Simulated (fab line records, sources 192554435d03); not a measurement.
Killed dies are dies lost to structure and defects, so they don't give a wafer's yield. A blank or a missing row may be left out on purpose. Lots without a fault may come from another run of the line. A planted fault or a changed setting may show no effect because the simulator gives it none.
Which tool did it? | flow n5_finfet | 12 lots, 36 wafers sampled, at 2 steps of a route of 1938

WHAT THE GAUGES READ, wafer by wafer
N5_BEOL_M14_THK_MEAS_50: measures by xrf.
lot  | measured     | on            | M14_THK (nm)
L076 | day 12 20:02 | film_metro-01 | 565 583 563
L077 | day 13 00:34 | film_metro-01 | 581 567 586
L078 | day 13 02:56 | film_metro-02 | 579 551 559
L081 | day 14 07:43 | film_metro-02 | 600 565 592
L082 | day 14 12:16 | film_metro-02 | 586 567 592
L086 | day 15 13:46 | film_metro-02 | 569 587 567
L088 | day 15 14:05 | film_metro-01 | 592 582 564
L085 | day 16 02:38 | film_metro-02 | 559 581 560
L092 | day 16 05:33 | film_metro-02 | 553 577 549
L094 | day 17 03:48 | film_metro-02 | 564 566 591
L093 | day 17 07:37 | film_metro-02 | 588 597 556
L097 | day 18 09:16 | film_metro-01 | 556 560 563

WHICH TOOL RAN EACH LOT (tool, then ch and the chambers of the sampled wafers, then the start)
lot  | N5_BEOL_M14_SPUTTER_43
L076 | pvd_sputter-02, day 12 16:43
L077 | pvd_sputter-02, day 12 22:06
L078 | pvd_sputter-02, day 12 23:49
L081 | pvd_sputter-03, day 14 04:14
L082 | pvd_sputter-02, day 14 08:48
L086 | pvd_sputter-02, day 15 12:41
L088 | pvd_sputter-03, day 15 13:02
L085 | pvd_sputter-03, day 16 01:07
L092 | pvd_sputter-03, day 16 03:19
L094 | pvd_sputter-01, day 17 02:27
L093 | pvd_sputter-02, day 17 06:33
L097 | pvd_sputter-03, day 18 08:13
- N5_BEOL_M14_SPUTTER_43: material TaN, target thk 15 nm, time 24.19 s.

THE ANSWER, worked out from the rows above alone
Rule: what is usual is taken from the lots themselves. Put in order of their means at a reading, lots are off if they are a third of the lots or fewer, leave a main group of 4 or more, and stand apart from it by a gap of 3 or more times the standard deviation of the main group's means; of several such gaps the widest counts. A main group whose means are all the same, to the digits that the tables above print for the reading, isn't used. A lot without any number at a reading at which 4 lots or more have one is off too. The other lots that the step has rows for count as sound.
No lot is off at any reading shown: from this, nothing can be told.

WHAT THE SIMULATOR HAD PUT IN
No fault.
